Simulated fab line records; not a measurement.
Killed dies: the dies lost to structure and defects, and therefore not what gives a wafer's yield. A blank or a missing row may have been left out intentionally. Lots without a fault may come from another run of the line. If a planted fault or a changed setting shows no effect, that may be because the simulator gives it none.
The tool behind it: which one? || flow n5_finfet || 9 lots with 27 wafers sampled at 5 steps, on a route of 1938 steps

== WHAT THE GAUGES READ, wafer by wafer ==
N5_BEOL_M4_RC_MEAS_101. Usual: DIBL_N 35.8 mV/V, standard deviation 1.8; DIBL_P 35.6 mV/V, standard deviation 2; IOFF_N 0.148 nA/um, standard deviation 0.028; IOFF_P 0.20 nA/um, standard deviation 0.034; ION_N 672 uA/um, standard deviation 12; ION_P 462 uA/um, standard deviation 8.5; SS_N 71.2 mV/dec, standard deviation 0.65; SS_P 73.1 mV/dec, standard deviation 0.67; VT_N 251 mV, standard deviation 3.3; VT_P -251 mV, standard deviation 3.8.
{"lot": "L181", "measured": "day 8 02:58", "on": "prober-01", "DIBL_N (mV/V)": "37.7 36.9 36.8", "DIBL_P (mV/V)": "38.6 36.7 37.4", "IOFF_N (nA/um)": "0.156 0.151 0.145", "IOFF_P (nA/um)": "0.22 0.20 0.21", "ION_N (uA/um)": "647 672 674", "ION_P (uA/um)": "451 461 464", "SS_N (mV/dec)": "72.1 70.9 70.4", "SS_P (mV/dec)": "73.9 72.5 73.5", "VT_N (mV)": "252 252 250", "VT_P (mV)": "-247 -248 -248", "flag": ""}
{"lot": "L183", "measured": "day 9 00:37", "on": "prober-01", "DIBL_N (mV/V)": "36.3 36.9 38.3", "DIBL_P (mV/V)": "34.1 34.5 36.7", "IOFF_N (nA/um)": "0.138 0.141 0.175", "IOFF_P (nA/um)": "0.20 0.21 0.24", "ION_N (uA/um)": "662 675 677", "ION_P (uA/um)": "464 469 468", "SS_N (mV/dec)": "71.5 70.9 71.1", "SS_P (mV/dec)": "73.2 73.8 73.7", "VT_N (mV)": "253 253 247", "VT_P (mV)": "-248 -248 -248", "flag": ""}
{"lot": "L184", "measured": "day 9 07:14", "on": "prober-01", "DIBL_N (mV/V)": "36.3 35.4 36.7", "DIBL_P (mV/V)": "37.7 38.2 37.9", "IOFF_N (nA/um)": "0.161 0.152 0.165", "IOFF_P (nA/um)": "0.19 0.20 0.19", "ION_N (uA/um)": "686 674 671", "ION_P (uA/um)": "464 463 461", "SS_N (mV/dec)": "71.5 71.5 71.0", "SS_P (mV/dec)": "72.9 72.6 73.1", "VT_N (mV)": "250 252 250", "VT_P (mV)": "-256 -254 -256", "flag": ""}
{"lot": "L188", "measured": "day 9 12:13", "on": "prober-01", "DIBL_N (mV/V)": "33.9 36.2 36.4", "DIBL_P (mV/V)": "31.6 35.5 35.4", "IOFF_N (nA/um)": "0.107 0.157 0.153", "IOFF_P (nA/um)": "0.17 0.23 0.22", "ION_N (uA/um)": "652 682 667", "ION_P (uA/um)": "459 474 462", "SS_N (mV/dec)": "70.5 71.4 71.6", "SS_P (mV/dec)": "72.6 73.2 73.1", "VT_N (mV)": "255 250 250", "VT_P (mV)": "-251 -246 -247", "flag": ""}
{"lot": "L191", "measured": "day 10 15:32", "on": "prober-01", "DIBL_N (mV/V)": "35.1 35.3 34.7", "DIBL_P (mV/V)": "34.7 35.3 34.5", "IOFF_N (nA/um)": "0.135 0.146 0.150", "IOFF_P (nA/um)": "0.18 0.18 0.18", "ION_N (uA/um)": "666 673 697", "ION_P (uA/um)": "458 456 468", "SS_N (mV/dec)": "71.8 71.5 70.6", "SS_P (mV/dec)": "71.9 72.5 72.7", "VT_N (mV)": "252 249 248", "VT_P (mV)": "-251 -251 -251", "flag": ""}
{"lot": "L192", "measured": "day 11 02:08", "on": "prober-01", "DIBL_N (mV/V)": "35.6 34.6 34.9", "DIBL_P (mV/V)": "36.3 35.0 35.4", "IOFF_N (nA/um)": "0.158 0.145 0.152", "IOFF_P (nA/um)": "0.21 0.18 0.20", "ION_N (uA/um)": "679 681 679", "ION_P (uA/um)": "466 462 460", "SS_N (mV/dec)": "71.1 71.2 71.2", "SS_P (mV/dec)": "73.5 72.8 73.0", "VT_N (mV)": "248 251 250", "VT_P (mV)": "-252 -250 -249", "flag": ""}
{"lot": "L201", "measured": "day 13 02:19", "on": "prober-01", "DIBL_N (mV/V)": "38.6 37.8 38.0", "DIBL_P (mV/V)": "41.2 39.5 39.9", "IOFF_N (nA/um)": "0.200 0.181 0.183", "IOFF_P (nA/um)": "0.27 0.24 0.25", "ION_N (uA/um)": "678 684 682", "ION_P (uA/um)": "464 462 472", "SS_N (mV/dec)": "72.5 71.2 72.0", "SS_P (mV/dec)": "74.2 73.9 74.1", "VT_N (mV)": "245 247 250", "VT_P (mV)": "-247 -249 -247", "flag": ""}
{"lot": "L202", "measured": "day 13 18:52", "on": "prober-02", "DIBL_N (mV/V)": "35.8 38.4 35.3", "DIBL_P (mV/V)": "35.0 37.4 33.1", "IOFF_N (nA/um)": "0.147 0.197 0.138", "IOFF_P (nA/um)": "0.19 0.24 0.18", "ION_N (uA/um)": "677 691 682", "ION_P (uA/um)": "463 478 464", "SS_N (mV/dec)": "71.3 71.6 71.0", "SS_P (mV/dec)": "72.4 72.5 71.9", "VT_N (mV)": "250 246 254", "VT_P (mV)": "-248 -247 -250", "flag": ""}
{"lot": "L203", "measured": "day 13 22:43", "on": "prober-02", "DIBL_N (mV/V)": "34.5 35.1 35.3", "DIBL_P (mV/V)": "34.1 35.6 35.2", "IOFF_N (nA/um)": "0.145 0.163 0.164", "IOFF_P (nA/um)": "0.19 0.21 0.21", "ION_N (uA/um)": "673 687 692", "ION_P (uA/um)": "471 470 469", "SS_N (mV/dec)": "70.7 70.5 70.9", "SS_P (mV/dec)": "72.4 72.9 72.9", "VT_N (mV)": "249 246 247", "VT_P (mV)": "-249 -247 -247", "flag": ""}

== WHAT TOOL EACH LOT RAN ON (gives the tool, then ch and the chambers of the sampled wafers, and finally the start) ==
{"lot": "L181", "N5_SD_EPI_P_ETCH_37": "rie_diel-01 ch 0,1,3, day 3 16:55", "N5_SDB_COAT_04": "litho_track-03 ch 0, day 4 04:46", "N5_SDB_DESCUM_16": "rie_diel-03 ch 0,1,3, day 4 05:23", "N5_SDB_STRIP_21": "rie_diel-03 ch 0,1,3, day 4 05:36"}
{"lot": "L183", "N5_SD_EPI_P_ETCH_37": "rie_diel-02 ch 0,1, day 4 02:16", "N5_SDB_COAT_04": "litho_track-05 ch 0, day 4 13:04", "N5_SDB_DESCUM_16": "rie_diel-05 ch 2,3, day 4 13:51", "N5_SDB_STRIP_21": "rie_diel-05 ch 2,3, day 4 14:04"}
{"lot": "L184", "N5_SD_EPI_P_ETCH_37": "rie_diel-04 ch 0,1, day 4 08:08", "N5_SDB_COAT_04": "litho_track-05 ch 0, day 4 19:13", "N5_SDB_DESCUM_16": "rie_diel-05 ch 0,2, day 4 19:41", "N5_SDB_STRIP_21": "rie_diel-05 ch 0,2, day 4 19:53"}
{"lot": "L188", "N5_SD_EPI_P_ETCH_37": "rie_diel-01 ch 0,3, day 5 05:57", "N5_SDB_COAT_04": "litho_track-02 ch 0, day 5 18:51", "N5_SDB_DESCUM_16": "rie_diel-03 ch 1,2,3, day 5 19:56", "N5_SDB_STRIP_21": "rie_diel-03 ch 1,2,3, day 5 20:08"}
{"lot": "L191", "N5_SD_EPI_P_ETCH_37": "rie_diel-02 ch 0,1,2, day 6 01:54", "N5_SDB_COAT_04": "litho_track-05 ch 0, day 6 14:08", "N5_SDB_DESCUM_16": "rie_diel-05 ch 0,1,2, day 6 15:08", "N5_SDB_STRIP_21": "rie_diel-05 ch 0,1,2, day 6 15:21"}
{"lot": "L192", "N5_SD_EPI_P_ETCH_37": "rie_diel-02 ch 0,1,3, day 6 07:29", "N5_SDB_COAT_04": "litho_track-05 ch 0, day 6 18:18", "N5_SDB_DESCUM_16": "rie_diel-05 ch 0,1,2, day 6 18:45", "N5_SDB_STRIP_21": "rie_diel-05 ch 0,1,2, day 6 18:58"}
{"lot": "L201", "N5_SD_EPI_P_ETCH_37": "rie_diel-01 ch 1,3, day 8 12:08", "N5_SDB_COAT_04": "litho_track-02 ch 0, day 8 23:54", "N5_SDB_DESCUM_16": "rie_diel-06 ch 0,2, day 9 00:14", "N5_SDB_STRIP_21": "rie_diel-06 ch 0,2, day 9 00:27"}
{"lot": "L202", "N5_SD_EPI_P_ETCH_37": "rie_diel-02 ch 1,3, day 8 19:46", "N5_SDB_COAT_04": "litho_track-03 ch 0, day 9 06:34", "N5_SDB_DESCUM_16": "rie_diel-05 ch 1,2, day 9 07:07", "N5_SDB_STRIP_21": "rie_diel-05 ch 1,2, day 9 07:20"}
{"lot": "L203", "N5_SD_EPI_P_ETCH_37": "rie_diel-04 ch 2,3, day 9 00:04", "N5_SDB_COAT_04": "litho_track-03 ch 0, day 9 10:51", "N5_SDB_DESCUM_16": "rie_diel-05 ch 1,2, day 9 11:11", "N5_SDB_STRIP_21": "rie_diel-05 ch 1,2, day 9 11:23"}
- N5_SD_EPI_P_ETCH_37: etches SOC in N2/H2, overetch 108 nm, time 486 s.
- N5_SDB_COAT_04: time 60 s, resist thk 18 nm.
- N5_SDB_DESCUM_16: chemistry O2, time 7.9 s.
- N5_SDB_STRIP_21: strips in CF4.

== WHAT THE TOOLS THEMSELVES READ (means of the sampled wafers that have a number; where no wafer has one, the mark that the record gives instead) ==
N5_SD_EPI_P_ETCH_37. Usual: drypump_motor_current_A 5.5 A, standard deviation 0.45; oes_product_au 0.68 a.u., standard deviation 0.073; rf_vpp_V 240.9 V, standard deviation 1.4; showerhead_plenum_p_Torr 2.56 Torr, standard deviation 0.083; throttle_valve_pct 23.78 %, standard deviation 0.22.
{"lot": "L181", "tool": "rie_diel-01", "drypump_motor_current_A (A)": 5.7, "oes_product_au (a.u.)": 0.68, "rf_vpp_V (V)": 241.8, "showerhead_plenum_p_Torr (Torr)": 2.61, "throttle_valve_pct (%)": 23.52, "flag": ""}
{"lot": "L183", "tool": "rie_diel-02", "drypump_motor_current_A (A)": 6.2, "oes_product_au (a.u.)": 0.65, "rf_vpp_V (V)": 241.1, "showerhead_plenum_p_Torr (Torr)": 2.62, "throttle_valve_pct (%)": 23.75, "flag": ""}
{"lot": "L184", "tool": "rie_diel-04", "drypump_motor_current_A (A)": 5.3, "oes_product_au (a.u.)": 0.63, "rf_vpp_V (V)": 240.3, "showerhead_plenum_p_Torr (Torr)": 2.54, "throttle_valve_pct (%)": 23.91, "flag": ""}
{"lot": "L188", "tool": "rie_diel-01", "drypump_motor_current_A (A)": 5.5, "oes_product_au (a.u.)": 0.73, "rf_vpp_V (V)": 242.6, "showerhead_plenum_p_Torr (Torr)": 2.67, "throttle_valve_pct (%)": 23.63, "flag": ""}
{"lot": "L191", "tool": "rie_diel-02", "drypump_motor_current_A (A)": 5.7, "oes_product_au (a.u.)": 0.65, "rf_vpp_V (V)": 241.1, "showerhead_plenum_p_Torr (Torr)": 2.60, "throttle_valve_pct (%)": 23.74, "flag": ""}
{"lot": "L192", "tool": "rie_diel-02", "drypump_motor_current_A (A)": 5.7, "oes_product_au (a.u.)": 0.70, "rf_vpp_V (V)": 241.0, "showerhead_plenum_p_Torr (Torr)": 2.58, "throttle_valve_pct (%)": 23.83, "flag": ""}
{"lot": "L201", "tool": "rie_diel-01", "drypump_motor_current_A (A)": 5.8, "oes_product_au (a.u.)": 0.71, "rf_vpp_V (V)": 241.4, "showerhead_plenum_p_Torr (Torr)": 2.56, "throttle_valve_pct (%)": 23.30, "flag": ""}
{"lot": "L202", "tool": "rie_diel-02", "drypump_motor_current_A (A)": 5.2, "oes_product_au (a.u.)": 0.73, "rf_vpp_V (V)": 239.9, "showerhead_plenum_p_Torr (Torr)": 2.53, "throttle_valve_pct (%)": 23.89, "flag": ""}
{"lot": "L203", "tool": "rie_diel-04", "drypump_motor_current_A (A)": 5.1, "oes_product_au (a.u.)": 0.74, "rf_vpp_V (V)": 241.2, "showerhead_plenum_p_Torr (Torr)": 2.61, "throttle_valve_pct (%)": 23.83, "flag": ""}

N5_SDB_COAT_04. Usual: dispense_pressure_kPa 47 kPa, standard deviation 5.9; heater_power_total_W 427.4 W, standard deviation 2; run_length_s 66.27 s, standard deviation 0.11.
{"lot": "L181", "tool": "litho_track-03", "dispense_pressure_kPa (kPa)": 47, "heater_power_total_W (W)": 426.4, "run_length_s (s)": 66.15, "flag": ""}
{"lot": "L183", "tool": "litho_track-05", "dispense_pressure_kPa (kPa)": 43, "heater_power_total_W (W)": 427.3, "run_length_s (s)": 66.27, "flag": ""}
{"lot": "L184", "tool": "litho_track-05", "dispense_pressure_kPa (kPa)": 42, "heater_power_total_W (W)": 427.1, "run_length_s (s)": 66.20, "flag": ""}
{"lot": "L188", "tool": "litho_track-02", "dispense_pressure_kPa (kPa)": 57, "heater_power_total_W (W)": 426.3, "run_length_s (s)": 66.43, "flag": ""}
{"lot": "L191", "tool": "litho_track-05", "dispense_pressure_kPa (kPa)": 42, "heater_power_total_W (W)": 426.6, "run_length_s (s)": 66.17, "flag": ""}
{"lot": "L192", "tool": "litho_track-05", "dispense_pressure_kPa (kPa)": 43, "heater_power_total_W (W)": 547.3, "run_length_s (s)": 49.02, "flag": "OFF"}
{"lot": "L201", "tool": "litho_track-02", "dispense_pressure_kPa (kPa)": 57, "heater_power_total_W (W)": 428.3, "run_length_s (s)": 66.35, "flag": ""}
{"lot": "L202", "tool": "litho_track-03", "dispense_pressure_kPa (kPa)": 47, "heater_power_total_W (W)": 426.4, "run_length_s (s)": 66.21, "flag": ""}
{"lot": "L203", "tool": "litho_track-03", "dispense_pressure_kPa (kPa)": 47, "heater_power_total_W (W)": 428.0, "run_length_s (s)": 66.21, "flag": ""}

N5_SDB_DESCUM_16. Usual: drypump_motor_current_A 5.6 A, standard deviation 0.44; oes_product_au 0.76 a.u., standard deviation 0.085; rf_vpp_V 243.0 V, standard deviation 1.3; showerhead_plenum_p_Torr 2.09 Torr, standard deviation 0.068; throttle_valve_pct 20.44 %, standard deviation 0.23.
{"lot": "L181", "tool": "rie_diel-03", "drypump_motor_current_A (A)": 5.7, "oes_product_au (a.u.)": 0.85, "rf_vpp_V (V)": 241.7, "showerhead_plenum_p_Torr (Torr)": 2.09, "throttle_valve_pct (%)": 20.55, "flag": ""}
{"lot": "L183", "tool": "rie_diel-05", "drypump_motor_current_A (A)": 5.4, "oes_product_au (a.u.)": 0.71, "rf_vpp_V (V)": 243.9, "showerhead_plenum_p_Torr (Torr)": 2.10, "throttle_valve_pct (%)": 20.50, "flag": ""}
{"lot": "L184", "tool": "rie_diel-05", "drypump_motor_current_A (A)": 5.6, "oes_product_au (a.u.)": 0.75, "rf_vpp_V (V)": 244.1, "showerhead_plenum_p_Torr (Torr)": 2.15, "throttle_valve_pct (%)": 20.18, "flag": ""}
{"lot": "L188", "tool": "rie_diel-03", "drypump_motor_current_A (A)": 5.7, "oes_product_au (a.u.)": 0.80, "rf_vpp_V (V)": 243.4, "showerhead_plenum_p_Torr (Torr)": 2.08, "throttle_valve_pct (%)": 20.55, "flag": ""}
{"lot": "L191", "tool": "rie_diel-05", "drypump_motor_current_A (A)": 5.5, "oes_product_au (a.u.)": 0.74, "rf_vpp_V (V)": 243.1, "showerhead_plenum_p_Torr (Torr)": 2.11, "throttle_valve_pct (%)": 20.31, "flag": ""}
{"lot": "L192", "tool": "rie_diel-05", "drypump_motor_current_A (A)": 5.5, "oes_product_au (a.u.)": 0.74, "rf_vpp_V (V)": 243.9, "showerhead_plenum_p_Torr (Torr)": 2.11, "throttle_valve_pct (%)": 20.31, "flag": ""}
{"lot": "L201", "tool": "rie_diel-06", "drypump_motor_current_A (A)": 5.4, "oes_product_au (a.u.)": 0.86, "rf_vpp_V (V)": 244.9, "showerhead_plenum_p_Torr (Torr)": 2.22, "throttle_valve_pct (%)": 20.38, "flag": ""}
{"lot": "L202", "tool": "rie_diel-05", "drypump_motor_current_A (A)": 5.3, "oes_product_au (a.u.)": 0.73, "rf_vpp_V (V)": 242.9, "showerhead_plenum_p_Torr (Torr)": 2.11, "throttle_valve_pct (%)": 20.35, "flag": ""}
{"lot": "L203", "tool": "rie_diel-05", "drypump_motor_current_A (A)": 5.5, "oes_product_au (a.u.)": 0.74, "rf_vpp_V (V)": 244.2, "showerhead_plenum_p_Torr (Torr)": 2.14, "throttle_valve_pct (%)": 20.23, "flag": ""}

N5_SDB_STRIP_21. Usual: drypump_motor_current_A 5.6 A, standard deviation 0.44; oes_product_au 0.76 a.u., standard deviation 0.077; rf_vpp_V 271.0 V, standard deviation 1.3; showerhead_plenum_p_Torr 1.78 Torr, standard deviation 0.052; throttle_valve_pct 13.58 %, standard deviation 0.21.
{"lot": "L181", "tool": "rie_diel-03", "drypump_motor_current_A (A)": 5.7, "oes_product_au (a.u.)": 0.82, "rf_vpp_V (V)": 270.7, "showerhead_plenum_p_Torr (Torr)": 1.79, "throttle_valve_pct (%)": 13.59, "flag": ""}
{"lot": "L183", "tool": "rie_diel-05", "drypump_motor_current_A (A)": 5.3, "oes_product_au (a.u.)": 0.70, "rf_vpp_V (V)": 271.0, "showerhead_plenum_p_Torr (Torr)": 1.80, "throttle_valve_pct (%)": 13.75, "flag": ""}
{"lot": "L184", "tool": "rie_diel-05", "drypump_motor_current_A (A)": 5.7, "oes_product_au (a.u.)": 0.75, "rf_vpp_V (V)": 272.8, "showerhead_plenum_p_Torr (Torr)": 1.84, "throttle_valve_pct (%)": 13.40, "flag": ""}
{"lot": "L188", "tool": "rie_diel-03", "drypump_motor_current_A (A)": 5.7, "oes_product_au (a.u.)": 0.78, "rf_vpp_V (V)": 270.1, "showerhead_plenum_p_Torr (Torr)": 1.77, "throttle_valve_pct (%)": 13.64, "flag": ""}
{"lot": "L191", "tool": "rie_diel-05", "drypump_motor_current_A (A)": 5.5, "oes_product_au (a.u.)": 0.73, "rf_vpp_V (V)": 270.6, "showerhead_plenum_p_Torr (Torr)": 1.80, "throttle_valve_pct (%)": 13.53, "flag": ""}
{"lot": "L192", "tool": "rie_diel-05", "drypump_motor_current_A (A)": 5.5, "oes_product_au (a.u.)": 0.73, "rf_vpp_V (V)": 271.8, "showerhead_plenum_p_Torr (Torr)": 1.80, "throttle_valve_pct (%)": 13.52, "flag": ""}
{"lot": "L201", "tool": "rie_diel-06", "drypump_motor_current_A (A)": 5.5, "oes_product_au (a.u.)": 0.86, "rf_vpp_V (V)": 273.1, "showerhead_plenum_p_Torr (Torr)": 1.89, "throttle_valve_pct (%)": 13.47, "flag": ""}
{"lot": "L202", "tool": "rie_diel-05", "drypump_motor_current_A (A)": 5.4, "oes_product_au (a.u.)": 0.72, "rf_vpp_V (V)": 271.3, "showerhead_plenum_p_Torr (Torr)": 1.80, "throttle_valve_pct (%)": 13.54, "flag": ""}
{"lot": "L203", "tool": "rie_diel-05", "drypump_motor_current_A (A)": 5.5, "oes_product_au (a.u.)": 0.72, "rf_vpp_V (V)": 271.6, "showerhead_plenum_p_Torr (Torr)": 1.82, "throttle_valve_pct (%)": 13.46, "flag": ""}

== THE ANSWER, worked out from the rows above alone ==
Rule: lot off if the mean of its wafers having a number is beyond 3 standard deviations from the usual mean. Also off: a lot with no number at a reading for which 4 or more lots have one. The other lots that the step has rows for count as sound. After the gauges, taken in route order, come the tools' own readings; for these a lot's mean is taken, as printed above. The first step at which some lot is off is used, and at that step the reading that is off furthest; a lot without a number counts as furthest.
Off: L192 (N5_SDB_COAT_04, run_length_s).
A tool fits if, at that step or a process step before it, it ran every lot that is off, and no sound lot after the first of them. One candidate fits, namely litho_track-05 at N5_SDB_COAT_04. Its last sound lot is L191 (day 6 14:08), its first lot that is off L192 (day 6 18:18): a fault that began between those two fits.
The tool's own readings at N5_SDB_COAT_04 bear it out: on the lots that are off they differ by more than 5 times the standard deviation of the sound lots' means. heater_power_total_W reads 547.3 W there against 427.1 W on the sound lots; run_length_s reads 49.02 s there against 66.25 s on the sound lots.

== WHAT HAD BEEN PUT IN BY THE SIMULATOR ==
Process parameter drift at N5_SDB_COAT_04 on litho_track-05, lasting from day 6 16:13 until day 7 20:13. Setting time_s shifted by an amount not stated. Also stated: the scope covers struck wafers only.
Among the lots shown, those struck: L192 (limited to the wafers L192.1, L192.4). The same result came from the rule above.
